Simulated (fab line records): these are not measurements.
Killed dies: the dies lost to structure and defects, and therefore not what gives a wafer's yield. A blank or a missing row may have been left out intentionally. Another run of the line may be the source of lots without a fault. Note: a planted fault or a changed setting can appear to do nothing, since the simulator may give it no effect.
Split-lot study	flow n5-finfet	7 lots, 39 wafers read, on a route of 1938 steps

THE SPLIT ITSELF
At N5_SD_EPI_P_EPI_21 (deposits SiGe:B, time 355 s), the setting pressure-torr was moved away from the recipe's 20 Torr on 18 of the 39 wafers read, by -10.0% to +15.9%. The other wafers ran this setting at the recipe's value.

FROM THE SPLIT TO THE READING: what the file shows between them, 3 steps
- N5_SD_EPI_P_HM_STRIP_48: strips SiNx in H3PO4, material SiNx, target depth 3 nm
- N5_SD_ACTIVATION_RTA_00: time 0 s
- N5_SD_ACTIVATION_LSA_01: time 0.0008 s

THE READING
RS_SD_P (ohm/sq), read at N5_SD_ACTIVATION_RS_MEAS_03 with a four-point probe. Typical for fault-free wafers on this fab line: 56.0 ohm/sq, with standard deviation 1 ohm/sq.

wafer	tool, chamber at the split	pressure-torr as run, Torr	against the recipe	RS_SD_P, ohm/sq	against lot-mates on the recipe
L078.1	epi-rpcvd-01, 0	20	recipe	56.8	-
L078.2	epi-rpcvd-01, 0	20	recipe	56.9	-
L078.3	epi-rpcvd-01, 0	20	recipe	56.7	-
L078.4	epi-rpcvd-01, 0	20	recipe	56.9	-
L078.5	epi-rpcvd-01, 0	20	recipe	57.1	-
L078.6	epi-rpcvd-01, 0	20	recipe	57.0	-
L079.1	epi-rpcvd-02, 0	20	recipe	55.0	-
L079.2	epi-rpcvd-02, 0	20	recipe	54.0	-
L079.3	epi-rpcvd-02, 0	20	recipe	55.1	-
L079.4	epi-rpcvd-02, 0	20	recipe	54.4	-
L079.5	epi-rpcvd-02, 0	20	recipe	54.1	-
L079.6	epi-rpcvd-02, 0	20	recipe	53.4	-
L081.1	epi-rpcvd-02, 0	22.62	+13.1%	51.0	no lot-mate on the recipe
L081.2	epi-rpcvd-02, 0	22.62	+13.1%	51.0	no lot-mate on the recipe
L081.3	epi-rpcvd-02, 0	22.62	+13.1%	50.5	no lot-mate on the recipe
L081.4	epi-rpcvd-02, 0	22.62	+13.1%	50.9	no lot-mate on the recipe
L081.5	epi-rpcvd-02, 0	22.62	+13.1%	50.8	no lot-mate on the recipe
L081.6	epi-rpcvd-02, 0	22.62	+13.1%	51.0	no lot-mate on the recipe
L084.1	epi-rpcvd-04, 0	20	recipe	56.6	-
L084.2	epi-rpcvd-04, 0	20	recipe	55.9	-
L084.3	epi-rpcvd-04, 0	20	recipe	56.4	-
L084.4	epi-rpcvd-04, 0	20	recipe	57.7	-
L084.5	epi-rpcvd-04, 0	20	recipe	56.0	-
L084.6	epi-rpcvd-04, 0	20	recipe	57.0	-
L090.4	epi-rpcvd-01, 0	20	recipe	55.5	-
L090.5	epi-rpcvd-01, 0	20	recipe	55.8	-
L090.6	epi-rpcvd-01, 0	20	recipe	55.3	-
L095.1	epi-rpcvd-01, 0	18	-10.0%	60.4	no lot-mate on the recipe
L095.2	epi-rpcvd-01, 0	18	-10.0%	60.3	no lot-mate on the recipe
L095.3	epi-rpcvd-01, 0	18	-10.0%	60.1	no lot-mate on the recipe
L095.4	epi-rpcvd-01, 0	18	-10.0%	59.2	no lot-mate on the recipe
L095.5	epi-rpcvd-01, 0	18	-10.0%	59.4	no lot-mate on the recipe
L095.6	epi-rpcvd-01, 0	18	-10.0%	60.1	no lot-mate on the recipe
L097.1	epi-rpcvd-02, 0	23.18	+15.9%	49.0	no lot-mate on the recipe
L097.2	epi-rpcvd-02, 0	23.18	+15.9%	49.5	no lot-mate on the recipe
L097.3	epi-rpcvd-02, 0	23.18	+15.9%	50.4	no lot-mate on the recipe
L097.4	epi-rpcvd-02, 0	23.18	+15.9%	49.6	no lot-mate on the recipe
L097.5	epi-rpcvd-02, 0	23.18	+15.9%	49.4	no lot-mate on the recipe
L097.6	epi-rpcvd-02, 0	23.18	+15.9%	49.7	no lot-mate on the recipe

FIT RESULTS
A straight line over all 39 wafers: RS_SD_P changes by -0.394 ohm/sq for each +1% of pressure-torr; r = -0.97; the points scatter about the line by 0.92 ohm/sq.
Too few moved wafers have a lot-mate on the recipe to fit a line with each lot's own level taken away.

THE WHOLE CHAIN: every reading that the file lists as answering this split, in the file's order
step	what it does	reading	change (the file's fit)	r (the file's)
N5_SD_EPI_P_EPI_21	deposits SiGe:B, time 355 s	SiGe-B_of_SD_EPI_P_EPI_21.thk-nm (the simulator's own value, which no gauge read)	+0.254 nm for each +1% of the setting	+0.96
N5_SD_ACTIVATION_RS_MEAS_03	measures by four-point-probe	RS_SD_P	-0.394 for each +1% of the setting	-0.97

FILE'S OWN FIT
RS_SD_P changes by -0.394 ohm/sq for each +1% of pressure-torr, r = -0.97.
